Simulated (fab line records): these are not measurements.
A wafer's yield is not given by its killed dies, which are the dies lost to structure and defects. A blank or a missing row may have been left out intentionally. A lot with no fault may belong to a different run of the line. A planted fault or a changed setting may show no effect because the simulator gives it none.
Chamber matching | flow n5 finfet | N5_BEOL_M9_ETCH_66 on rie diel-04 has 3 sister chambers
The step etches SOC in N2/H2, target depth 80 nm, overetch 16 nm, time 120 s. 14 wafers are shown with their chamber, then 7 later ones without.

WAFERS, EACH WITH ITS CHAMBER
wafer  | chamber | showerhead plenum p Torr (Torr) | drypump motor current A (A) | throttle valve pct (%)
L079.3 | 2       | 2.52                            | 6.5                         | 17.88
L079.4 | 1       | 2.54                            | 6.2                         | 18.08
L079.6 | 1       | 2.54                            | 6.2                         | 18.06
L082.1 | 2       | 2.52                            | 6.5                         | 17.88
L082.2 | 1       | 2.54                            | 6.2                         | 18.08
L082.3 | 0       | 2.68                            | 5.4                         | 17.66
L082.4 | 2       | 2.52                            | 6.5                         | 17.89
L082.5 | 0       | 2.68                            | 5.4                         | 17.68
L082.6 | 1       | 2.54                            | 6.2                         | 18.09
L083.1 | 2       | 2.52                            | 6.6                         | 17.90
L083.3 | 0       | 2.68                            | 5.5                         | 17.66
L083.6 | 1       | 2.53                            | 6.2                         | 18.11
L086.1 | 0       | 2.68                            | 5.4                         | 17.67
L086.2 | 1       | 2.53                            | 6.2                         | 18.10

SIGNATURES (means of the wafers above)
reading                  | chamber 0 | chamber 1 | chamber 2 | scatter within a chamber
showerhead plenum p Torr | 2.6800    | 2.5367    | 2.5200    | 0.00348
drypump motor current A  | 5.425     | 6.200     | 6.525     | 0.0369
throttle valve pct       | 17.6675   | 18.0867   | 17.8875   | 0.0138
Rule: distance of a wafer from a chamber = root of the sum over the readings of ((wafer's reading minus chamber's mean) / reading's scatter) squared. If the next closest chamber is less than 2 further off than the closest, the wafer can't be placed; otherwise it belongs to the closest. How the scatter is found: for the shown wafers, subtract from each reading the mean of its chamber, square and add these, divide the total by (wafers less chambers), then take the root.

WAFERS WITHOUT THEIR CHAMBER
wafer  | showerhead plenum p Torr (Torr) | drypump motor current A (A) | throttle valve pct (%)
L086.6 | 2.53                            | 6.2                         | 18.09
L093.1 | 2.67                            | 5.4                         | 17.71
L093.3 | 2.53                            | 6.2                         | 18.12
L093.6 | 2.67                            | 5.4                         | 17.69
L095.1 | 2.53                            | 6.3                         | 18.14
L095.2 | 2.67                            | 5.4                         | 17.69
L095.5 | 2.53                            | 6.2                         | 18.12

WHICH CHAMBER EACH ONE RAN IN
wafer  | from the rows above | in truth
L086.6 | 1                   | 1
L093.1 | 0                   | 0
L093.3 | 1                   | 1
L093.6 | 0                   | 0
L095.1 | 1                   | 1
L095.2 | 0                   | 0
L095.5 | 1                   | 1
Placed correctly: 7 of 7. Not placeable from these rows: 0. 0 placed wrongly.
